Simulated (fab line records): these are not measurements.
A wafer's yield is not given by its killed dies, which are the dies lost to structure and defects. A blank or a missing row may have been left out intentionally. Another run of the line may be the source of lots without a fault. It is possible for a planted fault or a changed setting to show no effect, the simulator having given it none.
One fault through the eyes of 3 desks / flow n5Finfet / every desk sees just its own numbers, and what lay behind them comes last

== AT THE METROLOGY DESK ==
What the gauges read, lot by lot, whatever tool the lot ran on: means of the sampled wafers that have a number. A lot is out of limits, marked OUT, if its mean lies more than 4 standard deviations from the usual mean; the brackets give that distance.
Columns: A = M12_ILD_THK at N5_BEOL_M12_THK_MEAS_01, usual 663 nm
lot=L168; first seen here=day 9 17:43; A=665
lot=L169; first seen here=day 11 12:49; A=653
lot=L170; first seen here=day 11 21:28; A=657
lot=L173; first seen here=day 12 05:13; A=662
lot=L179; first seen here=day 13 13:13; A=658
lot=L182; first seen here=day 14 10:34; A=669
lot=L183; first seen here=day 14 12:19; A=669
lot=L186; first seen here=day 15 15:29; A=662
lot=L187; first seen here=day 15 15:40; A=665
lot=L188; first seen here=day 15 17:40; A=673
lot=L189; first seen here=day 16 04:47; A=668
This desk's verdict: no lot among the 11 shows anything out of limits.

== THE TOOL OWNER'S DESK: lithoTrack-03 ==
The tool's own readings at N5_BEOL_M12_COAT_04 (resist thk 400 nm): means of the sampled wafers that have a number, for each lot that ran on this tool. A lot is out of limits, marked OUT, if its mean lies more than 4 standard deviations from the usual mean; the brackets give that distance.
Columns: A = exhaustPa at N5_BEOL_M12_COAT_04, usual 45.1 Pa; B = spinSpeedRpm at N5_BEOL_M12_COAT_04, usual 1625.1 rpm
lot=L168; first seen here=day 9 17:45; A=44.4; B=1623.3
lot=L170; first seen here=day 11 21:31; A=43.7; B=1624.9
lot=L173; first seen here=day 12 05:16; A=45.6; B=1624.3
lot=L179; first seen here=day 13 13:16; A=45.2; B=1626.9
lot=L182; first seen here=day 14 10:37; A=44.6; B=1835.8 (+99 or more) OUT
lot=L183; first seen here=day 14 12:20; A=44.9; B=1840.8 (+99 or more) OUT
This desk's verdict: out of limits on L182, L183, starting with L182 at day 14 10:37 (spinSpeedRpm at N5_BEOL_M12_COAT_04). Within limits: L168, L170, L173, L179.

== THE DEFECT DESK ==
Lot by lot, what the route's inspections counted, given as the mean of those sampled wafers with a number. A lot is out of limits, marked OUT, if its mean lies more than 4 standard deviations from the usual mean; the brackets give that distance.
Columns: A = rawDefectCount at N5_BEOL_M11_INSPECT_58, usual 67
lot=L168; first seen here=day 9 17:29; A=90
lot=L169; first seen here=day 11 12:38; A=73
lot=L170; first seen here=day 11 21:18; A=59
lot=L173; first seen here=day 12 05:03; A=60
lot=L179; first seen here=day 13 13:03; A=59
lot=L182; first seen here=day 14 10:24; A=74
lot=L183; first seen here=day 14 12:08; A=95
lot=L186; first seen here=day 15 15:19; A=55
lot=L187; first seen here=day 15 15:30; A=76
lot=L188; first seen here=day 15 17:30; A=105
lot=L189; first seen here=day 16 04:37; A=47
This desk's verdict: no lot among the 11 shows anything out of limits.

== ALL TOGETHER ==
At day 14 10:37, on L182, L183, the tool owner's desk was in a position to raise an alarm.
Nothing out of limits was seen by the metrology desk.
The defect desk saw nothing out of limits.
The metrology desk has L182, L183 on record, within its limits.
The defect desk has L182, L183 on record, within its limits.
Of the lots named, all ran N5_BEOL_M12_COAT_04 on lithoTrack-03.

== WHAT THE SIMULATOR HAD PUT IN ==
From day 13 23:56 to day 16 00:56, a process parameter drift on lithoTrack-03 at N5_BEOL_M12_COAT_04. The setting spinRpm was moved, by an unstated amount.
Shown lots that were struck: L182, L183.
Each desk's first reading out of limits, in hours after the fault started: the tool owner's desk, 11.
